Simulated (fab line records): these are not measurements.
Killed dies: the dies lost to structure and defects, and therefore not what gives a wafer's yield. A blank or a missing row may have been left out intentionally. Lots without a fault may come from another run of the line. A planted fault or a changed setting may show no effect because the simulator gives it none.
Chamber matching -- flow n5 finfet -- N5_BEOL_M2_ETCH_77 on rie diel-06 has 4 sister chambers
The step etches underlayer in N2/H2, target depth 6.5 nm, time 5.2 s. 4 wafers are shown with their chamber, then 9 later ones without.

== WAFERS WITH THEIR CHAMBER ==
wafer,chamber,drypump motor current A (A)
L086.3,0,5.7
L090.1,1,5.0
L090.2,2,5.4
L090.3,3,6.4

== WAFERS WHOSE CHAMBER IS MISSING ==
wafer,drypump motor current A (A)
L094.1,5.7
L094.2,5.4
L094.3,5.0
L095.1,6.4
L095.2,5.4
L095.3,5.7
L097.1,6.4
L097.3,5.5
L097.6,5.5

== CHAMBER TAKEN BY EACH ==
wafer,from the rows above,in truth
L094.1,0,0
L094.2,2,2
L094.3,1,1
L095.1,3,3
L095.2,2,2
L095.3,0,0
L097.1,3,3
L097.3,2,2
L097.6,2,2
Correct placement for 9 of the 9. Left unplaced by these rows: 0. 0 placed wrongly.
How it was worked out, from the rows above alone: a wafer's distance from a chamber is the root of the sum, over the readings, of the square of ((its reading less the chamber's mean) divided by the reading's scatter). The wafer belongs to the nearest chamber; if the next one is less than 2 further off, it can't be placed. A chamber's mean is the mean of its shown wafers. The scatter: with one shown wafer a chamber, the root of the mean of the squares of how far each hidden wafer lies from its nearest shown one.
